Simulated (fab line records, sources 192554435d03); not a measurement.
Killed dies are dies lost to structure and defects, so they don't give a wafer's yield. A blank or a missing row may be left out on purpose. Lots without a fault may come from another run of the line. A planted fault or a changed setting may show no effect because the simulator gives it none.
Split-lot experiment | flow n5_finfet | 7 lots, 21 wafers read, on a route of 1938 steps

THE SPLIT
At N5_DUMMY_GATE_COAT_28 (time 60 s, resist thk 10 nm), the setting spin_rpm was moved away from the recipe's 1500 rpm on 3 of the 21 wafers read, by -6.8% to +8.5%. The other wafers ran this setting at the recipe's value.

The reading is taken at the split's own step.

THE READING
underlayer_of_DUMMY_GATE_COAT_28.thk_nm (the simulator's own value, which no gauge read), in nm, at N5_DUMMY_GATE_COAT_28 (time 60 s, resist thk 10 nm). The file gives no usual value for it.

wafer  | tool, chamber at the split | spin_rpm as run, rpm | against the recipe | underlayer_of_DUMMY_GATE_COAT_28.thk_nm, nm | against lot-mates on the recipe
L076.1 | litho_track-01, 0          | 1500                 | recipe             | 10                                          | -
L076.5 | litho_track-01, 0          | 1500                 | recipe             | 10                                          | -
L076.6 | litho_track-01, 0          | 1500                 | recipe             | 10                                          | -
L078.2 | litho_track-02, 0          | 1500                 | recipe             | 10                                          | -
L078.3 | litho_track-02, 0          | 1500                 | recipe             | 10                                          | -
L078.5 | litho_track-02, 0          | 1500                 | recipe             | 10                                          | -
L087.1 | litho_track-04, 0          | 1500                 | recipe             | 10                                          | -
L087.5 | litho_track-04, 0          | 1500                 | recipe             | 10                                          | -
L087.6 | litho_track-04, 0          | 1500                 | recipe             | 10                                          | -
L088.1 | litho_track-02, 0          | 1500                 | recipe             | 10                                          | -
L088.6 | litho_track-02, 0          | 1500                 | recipe             | 10                                          | -
L088.3 | litho_track-02, 0          | 1628                 | +8.5%              | 9.6                                         | -0.4
L089.4 | litho_track-04, 0          | 1500                 | recipe             | 10                                          | -
L089.6 | litho_track-04, 0          | 1500                 | recipe             | 10                                          | -
L089.5 | litho_track-04, 0          | 1599                 | +6.6%              | 9.6                                         | -0.4
L091.1 | litho_track-04, 0          | 1500                 | recipe             | 10                                          | -
L091.6 | litho_track-04, 0          | 1500                 | recipe             | 10                                          | -
L091.4 | litho_track-04, 0          | 1398                 | -6.8%              | 10.4                                        | +0.4
L094.2 | litho_track-02, 0          | 1500                 | recipe             | 10                                          | -
L094.5 | litho_track-02, 0          | 1500                 | recipe             | 10                                          | -
L094.6 | litho_track-02, 0          | 1500                 | recipe             | 10                                          | -

THE FIT
A straight line over all 21 wafers: underlayer_of_DUMMY_GATE_COAT_28.thk_nm changes by -0.0541 nm for each +1% of spin_rpm; r = -0.99; the points scatter about the line by 0.019 nm.
The same after taking each lot's own level away (the mean of its wafers on the recipe; 21 wafers): -0.0541 nm for each +1%; r = -0.99; scatter 0.019 nm.
On that fit, the largest move of spin_rpm shifts the reading by 0.46 nm.
The lots' own levels span 10.00 to 10.00 nm.
So the lot-to-lot level changes the slope little: the two slopes agree.
Check: with one of the wafers moved furthest among these (+8.5%) left out of the fit, the line predicts -0.51 nm for it against its lot-mates. It came out at -0.4 nm against them.

OTHER SPLITS ON THESE WAFERS
These wafers also went through other splits before the reading. Each is held against what the fit with the lots' levels taken away leaves over:
other split on the same wafers                    | wafers away from the commonest value | r with underlayer_of_DUMMY_GATE_COAT_28.thk_nm (lot level and that fit taken away)
N5_ZERO_LAYER_EXPOSE_08 dose_mj                   | 6                                    | +0.12
N5_WELL_APT_COAT_02 spin_rpm                      | 6                                    | -0.03
N5_PMOS_HMC_CHANNEL_EPI_PEB_07 peb_time_s         | 8                                    | -0.14
N5_PMOS_HMC_CHANNEL_EPI_DEVELOP_08 develop_time_s | 6                                    | -0.15

THE FILE'S OWN FIT
underlayer_of_DUMMY_GATE_COAT_28.thk_nm changes by -0.054 nm for each +1% of spin_rpm, r = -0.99.
